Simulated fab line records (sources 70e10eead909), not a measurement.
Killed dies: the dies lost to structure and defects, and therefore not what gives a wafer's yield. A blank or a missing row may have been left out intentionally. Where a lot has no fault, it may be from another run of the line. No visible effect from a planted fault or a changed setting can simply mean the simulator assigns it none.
Matching of chambers ; flow nand_harc ; 4 sister chambers for NHARC_A_WL_FILL_CMP_12 on cmp-01
The step polishes, t overpolish 30 s, target thk 75 nm. 16 wafers are shown with their chamber, then 8 later ones without.

== WAFERS, EACH WITH ITS CHAMBER ==
wafer;chamber;motor_current_A (A);time_to_endpoint_s (s);overpolish_run_s (s)
L446.1;2;13.3;18;30.002
L446.3;1;12.8;16;29.990
L446.5;3;11.5;18;29.987
L448.1;2;13.6;17;29.996
L448.2;1;12.5;14;30.005
L448.6;3;11.5;17;29.995
L453.2;1;11.9;12;30.008
L453.4;3;12.2;16;29.989
L453.6;0;12.5;17;29.996
L454.3;2;13.2;19;30.005
L454.4;1;11.6;14;29.991
L454.5;1;12.0;17;29.988
L457.1;3;11.3;14;30.010
L457.3;0;12.4;12;29.984
L457.6;0;12.0;13;30.017
L461.2;2;14.2;15;30.008

SIGNATURES (averages over the wafers above)
reading;chamber 0;chamber 1;chamber 2;chamber 3;scatter within a chamber
motor_current_A;12.300;12.160;13.575;11.625;0.423
time_to_endpoint_s;14.00;14.60;17.25;16.25;1.97
overpolish_run_s;29.99900;29.99640;30.00275;29.99525;0.0105
Rule: for each reading, subtract the chamber's mean from the wafer's reading, divide by that reading's scatter and square the result; add these up over the readings and take the root, which gives the wafer's distance from the chamber. If the next closest chamber is less than 2 further off than the closest, the wafer can't be placed; otherwise it belongs to the closest. How the scatter is found: for the shown wafers, subtract from each reading the mean of its chamber, square and add these, divide the total by (wafers less chambers), then take the root.

== WAFERS WHOSE CHAMBER IS MISSING ==
wafer;motor_current_A (A);time_to_endpoint_s (s);overpolish_run_s (s)
L461.4;12.5;16;30.013
L461.5;12.5;15;30.008
L464.1;12.4;16;30.005
L464.4;12.3;14;30.000
L464.5;11.2;13;30.001
L465.1;11.8;18;29.983
L465.2;12.2;14;30.000
L465.4;13.2;18;29.994

== WHICH CHAMBER EACH ONE RAN IN ==
wafer;from the rows above;in truth
L461.4;can't be placed: 0 or 1 or 3 or 2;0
L461.5;can't be placed: 0 or 1 or 3 or 2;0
L464.1;can't be placed: 0 or 1 or 3 or 2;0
L464.4;can't be placed: 0 or 1 or 3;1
L464.5;can't be placed: 3 or 1 or 0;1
L465.1;can't be placed: 3 or 1 or 0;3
L465.2;can't be placed: 0 or 1 or 3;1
L465.4;can't be placed: 2 or 0 or 1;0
Correct placement for 0 of the 8. Not placeable from these rows: 8 (in 8, the candidates include the true chamber). Wrongly placed: 0.
